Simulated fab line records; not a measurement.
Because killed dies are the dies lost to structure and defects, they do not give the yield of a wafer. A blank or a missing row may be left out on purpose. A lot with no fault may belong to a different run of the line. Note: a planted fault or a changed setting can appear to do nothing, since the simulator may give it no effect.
Matching of chambers ; flow nand-harc ; 3 sister chambers for NHARC_P_M2_PRE_CLEAN_32 on pecvd-03
The step time 12 s. 16 wafers are shown with their chamber, then 8 later ones without.

== WAFERS PAIRED WITH THEIR CHAMBERS ==
wafer;chamber;heater-power-w (W);susceptor-temp-C (C);rf-fwd-power-W (W)
L078.2;1;757;369.70;292.4
L078.5;0;534;370.53;293.2
L078.6;2;626;370.16;292.9
L079.1;0;549;370.25;291.0
L079.4;1;780;369.89;291.8
L079.6;2;536;369.83;292.3
L082.3;2;606;369.80;293.4
L082.4;1;858;370.24;291.5
L082.6;0;505;369.66;292.9
L083.3;1;709;370.18;295.3
L083.4;0;545;369.72;293.9
L083.6;1;738;370.09;293.6
L086.2;2;602;369.69;292.2
L086.4;0;532;370.12;291.1
L086.5;2;600;369.82;292.9
L088.2;2;606;370.12;293.3

SIGNATURES, as means of the wafers listed above
reading;chamber 0;chamber 1;chamber 2;scatter within a chamber
heater-power-w;533.00;768.40;596.00;37.9
susceptor-temp-C;370.0560;370.0200;369.9033;0.265
rf-fwd-power-W;292.420;292.920;292.833;1.17
Rule: distance of a wafer from a chamber = root of the sum over the readings of ((wafer's reading minus chamber's mean) / reading's scatter) squared. If the next closest chamber is less than 2 further off than the closest, the wafer can't be placed; otherwise it belongs to the closest. How the scatter is found: for the shown wafers, subtract from each reading the mean of its chamber, square and add these, divide the total by (wafers less chambers), then take the root.

== WAFERS WITH NO CHAMBER GIVEN ==
wafer;heater-power-w (W);susceptor-temp-C (C);rf-fwd-power-W (W)
L088.5;716;369.68;291.9
L088.6;618;369.90;293.9
L089.1;543;370.49;292.7
L089.4;762;369.83;292.8
L089.5;549;370.05;292.1
L093.1;569;370.09;292.3
L093.2;529;370.09;292.0
L093.3;749;370.43;292.1

== EACH ONE'S CHAMBER ==
wafer;from the rows above;in truth
L088.5;can't be placed: 1 or 2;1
L088.6;can't be placed: 2 or 0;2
L089.1;can't be placed: 0 or 2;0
L089.4;1;1
L089.5;can't be placed: 0 or 2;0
L093.1;can't be placed: 0 or 2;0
L093.2;can't be placed: 0 or 2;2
L093.3;1;1
Correctly placed: 2 of 8. Can't be placed from these rows: 6 (the true chamber is among the candidates in 6). Number placed wrongly: 0.
